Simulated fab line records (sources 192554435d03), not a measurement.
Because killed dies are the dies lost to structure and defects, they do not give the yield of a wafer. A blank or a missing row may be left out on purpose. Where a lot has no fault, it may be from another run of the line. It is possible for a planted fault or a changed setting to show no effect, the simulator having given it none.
Shared-tool check | flow n5 finfet | 30 wafers sampled across 10 lots

== WHY THIS WAS OPENED ==
Flagged at N5_BEOL_M15_INSPECT_55: reading raw defect count, on 2 of 10 lots. Fault-free wafers read 73, with a standard deviation of 23.
Rule: flag the lot when none of its wafers has a number, or when each of its wafers that has one lies beyond 4 standard deviations from that mean. As for the other lots, they are considered sound.

lot  | measured     | on                | raw defect count, wafer by wafer | flag
L105 | day 12 05:33 | defect inspect-01 | 49 96 50                         |
L106 | day 12 12:13 | defect inspect-02 | 75 70 75                         |
L109 | day 13 03:41 | defect inspect-02 | 99 96 92                         |
L112 | day 13 18:46 | defect inspect-01 | 74 57 53                         |
L111 | day 13 23:35 | defect inspect-01 | 63 81 99                         |
L115 | day 14 08:08 | defect inspect-02 | 73 68 46                         |
L118 | day 15 00:35 | defect inspect-01 | 48 47 73                         |
L121 | day 16 14:27 | defect inspect-01 | 712 707 735                      | FLAGGED
L124 | day 16 18:01 | defect inspect-01 | 685 714 795                      | FLAGGED
L127 | day 18 10:13 | defect inspect-02 | 110 86 61                        |
Average over the flagged lots: 725; offset from the usual +652, equal to +28 standard deviations.

== WHICH TOOL EACH LOT WENT THROUGH ==
3 process steps preceding the reading are held in the record, out of 1938 steps in the route. Read each cell as the tool, then ch plus the chambers that the sampled wafers visited, then the start.
lot  | flag    | N5_BEOL_M15_STRIP_37                          | N5_BEOL_M15_SPUTTER_43       | N5_BEOL_M15_DEP_53
L105 |         | rie diel-01 ch 0,1,3, day 12 04:17 or earlier | pvd sputter-01, day 12 04:17 | pecvd-03 ch 0,1,2, day 12 05:28
L106 |         | rie diel-01 ch 0,1, day 12 10:58 or earlier   | pvd sputter-03, day 12 10:58 | pecvd-04 ch 0,1,2, day 12 12:08
L109 |         | rie diel-01 ch 1,2,3, day 13 02:25 or earlier | pvd sputter-02, day 13 02:25 | pecvd-04 ch 0,2, day 13 03:36
L112 |         | rie diel-05 ch 0,1,3, day 13 16:52 or earlier | pvd sputter-02, day 13 16:52 | pecvd-02 ch 1,2, day 13 18:41
L111 |         | rie diel-05 ch 0,1,3, day 13 22:17 or earlier | pvd sputter-02, day 13 22:17 | pecvd-02 ch 0,1,2, day 13 23:29
L115 |         | rie diel-01 ch 0,1,2, day 14 06:52 or earlier | pvd sputter-02, day 14 06:52 | pecvd-03 ch 1,2, day 14 08:02
L118 |         | rie diel-03 ch 0,2,3, day 14 23:19 or earlier | pvd sputter-02, day 14 23:19 | pecvd-03 ch 1,2, day 15 00:29
L121 | FLAGGED | rie diel-03 ch 1,2,3, day 16 12:51 or earlier | pvd sputter-01, day 16 12:51 | pecvd-02 ch 0,1,2, day 16 14:22
L124 | FLAGGED | rie diel-03 ch 1,3, day 16 16:45 or earlier   | pvd sputter-01, day 16 16:45 | pecvd-02 ch 0,1, day 16 17:56
L127 |         | rie diel-03 ch 1,2, day 18 08:56 or earlier   | pvd sputter-01, day 18 08:56 | pecvd-03 ch 0,1,2, day 18 10:08
What the steps here do:
- N5_BEOL_M15_STRIP_37: strips in O2.
- N5_BEOL_M15_SPUTTER_43: material TaN, target thk 15 nm, time 24.19 s.
- N5_BEOL_M15_DEP_53: deposits SiCN from 3MS/NH3, target thk 50 nm, time 17.8 s.
- N5_BEOL_M15_INSPECT_55: inspects for defects (darkfield).

== FLAGGED AGAINST TOTAL, ONE TOOL AT A TIME (gauges that did the reading follow at the end) ==
step                   | tool              | lots run | flagged | share of the flagged lots | sound lots run after its first flagged lot
N5_BEOL_M15_STRIP_37   | rie diel-01       | 4        | 0       | none                      | -
N5_BEOL_M15_STRIP_37   | rie diel-03       | 4        | 2       | all                       | 1 (L127)
N5_BEOL_M15_STRIP_37   | rie diel-05       | 2        | 0       | none                      | -
N5_BEOL_M15_SPUTTER_43 | pvd sputter-01    | 4        | 2       | all                       | 1 (L127)
N5_BEOL_M15_SPUTTER_43 | pvd sputter-02    | 5        | 0       | none                      | -
N5_BEOL_M15_SPUTTER_43 | pvd sputter-03    | 1        | 0       | none                      | -
N5_BEOL_M15_DEP_53     | pecvd-02          | 4        | 2       | all                       | 0
N5_BEOL_M15_DEP_53     | pecvd-03          | 4        | 0       | none                      | -
N5_BEOL_M15_DEP_53     | pecvd-04          | 2        | 0       | none                      | -
N5_BEOL_M15_INSPECT_55 | defect inspect-01 | 6        | 2       | all                       | 0
N5_BEOL_M15_INSPECT_55 | defect inspect-02 | 4        | 0       | none                      | -
With no start given for some of its lots, N5_BEOL_M15_STRIP_37 uses the hours and lot order of N5_BEOL_M15_SPUTTER_43.

== WHAT THE TABLE ALLOWS ==
4 rows of the table ran every flagged lot: rie diel-03 at N5_BEOL_M15_STRIP_37, pvd sputter-01 at N5_BEOL_M15_SPUTTER_43, pecvd-02 at N5_BEOL_M15_DEP_53, defect inspect-01 at N5_BEOL_M15_INSPECT_55.
- rie diel-03 at N5_BEOL_M15_STRIP_37 ran 4 lots, 2 of them flagged. Sound lots ran on it after the first flagged one (L127), which a lasting fault on the whole tool wouldn't allow.
- pvd sputter-01 at N5_BEOL_M15_SPUTTER_43 ran 4 lots, 2 of them flagged. Sound lots ran on it after the first flagged one (L127), which a lasting fault on the whole tool wouldn't allow.
- pecvd-02 at N5_BEOL_M15_DEP_53 ran 4 lots, 2 of them flagged. It ran its last sound lot, L111, at day 13 23:29 and its first flagged lot, L121, at day 16 14:22: a fault with its onset between the two fits.
- defect inspect-01 at N5_BEOL_M15_INSPECT_55 ran 6 lots, 2 of them flagged. It ran its last sound lot, L118, at day 15 00:35 and its first flagged lot, L121, at day 16 14:27: a fault with its onset between the two fits.
Because each of these 2 tools fits a fault that began at some hour, counting lots does not separate them. More lots, or a look at what each step does to the wafer, might.

== WHAT HAD BEEN PUT IN BY THE SIMULATOR ==
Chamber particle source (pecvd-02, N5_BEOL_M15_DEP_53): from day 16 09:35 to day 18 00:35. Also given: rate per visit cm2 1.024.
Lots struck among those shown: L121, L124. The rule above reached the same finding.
